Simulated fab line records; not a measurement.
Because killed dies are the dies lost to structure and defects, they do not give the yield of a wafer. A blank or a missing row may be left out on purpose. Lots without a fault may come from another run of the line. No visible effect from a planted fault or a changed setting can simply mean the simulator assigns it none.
Chamber matching | flow nand_harc | NHARC_A_STAIRCASE_CMP_450 on cmp-04 has 4 sister chambers
The step polishes SiO2, target thk 200 nm. 16 wafers are shown with their chamber, then 8 later ones without.

## WAFERS WITH THEIR CHAMBER
wafer  | chamber | motor_current_A (A) | edge_zone_pressure_frac
L079.2 | 0       | 10.1                | 1.004
L079.3 | 1       | 11.4                | 0.995
L079.6 | 3       | 11.2                | 0.999
L077.1 | 3       | 11.0                | 1.008
L077.2 | 1       | 11.9                | 1.006
L077.6 | 2       | 12.0                | 0.996
L078.3 | 0       | 9.6                 | 1.007
L078.4 | 2       | 12.9                | 1.000
L078.6 | 1       | 11.9                | 1.009
L080.2 | 1       | 12.0                | 1.004
L080.3 | 2       | 12.9                | 0.999
L080.4 | 3       | 10.7                | 1.004
L084.1 | 2       | 12.5                | 1.003
L084.5 | 2       | 11.8                | 1.004
L084.6 | 1       | 11.6                | 1.009
L088.1 | 2       | 11.7                | 1.001

SIGNATURES (averages over the wafers above)
reading                 | chamber 0 | chamber 1 | chamber 2 | chamber 3 | scatter within a chamber
motor_current_A         | 9.850     | 11.760    | 12.300    | 10.967    | 0.405
edge_zone_pressure_frac | 1.00550   | 1.00460   | 1.00050   | 1.00367   | 0.00428
Rule: for a wafer and a chamber, the distance is found by dividing, reading by reading, the gap between the wafer's reading and the chamber's mean by the reading's scatter, squaring, summing and taking the root. If the next closest chamber is less than 2 further off than the closest, the wafer can't be placed; otherwise it belongs to the closest. The scatter: the root of (the sum of the squares of (reading less its chamber's mean) over the shown wafers, divided by (wafers less chambers)).

## WAFERS WITHOUT THEIR CHAMBER
wafer  | motor_current_A (A) | edge_zone_pressure_frac
L088.2 | 10.9                | 0.996
L088.4 | 9.8                 | 0.994
L089.3 | 10.4                | 1.001
L089.5 | 10.4                | 0.994
L089.6 | 9.7                 | 1.005
L094.1 | 11.7                | 1.001
L094.3 | 10.7                | 1.001
L094.6 | 9.8                 | 1.001

## EACH ONE'S CHAMBER
wafer  | from the rows above               | in truth
L088.2 | can't be placed: 3 or 1 or 0 or 2 | 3
L088.4 | can't be placed: 0 or 3           | 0
L089.3 | can't be placed: 3 or 0 or 1      | 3
L089.5 | can't be placed: 3 or 0 or 1      | 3
L089.6 | 0                                 | 0
L094.1 | can't be placed: 1 or 2 or 3      | 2
L094.3 | can't be placed: 3 or 0 or 1      | 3
L094.6 | can't be placed: 0 or 3           | 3
Correctly placed: 1 of 8. Cannot be placed on the basis of these rows: 7; the candidates contain the true chamber in 7. 0 placed wrongly.
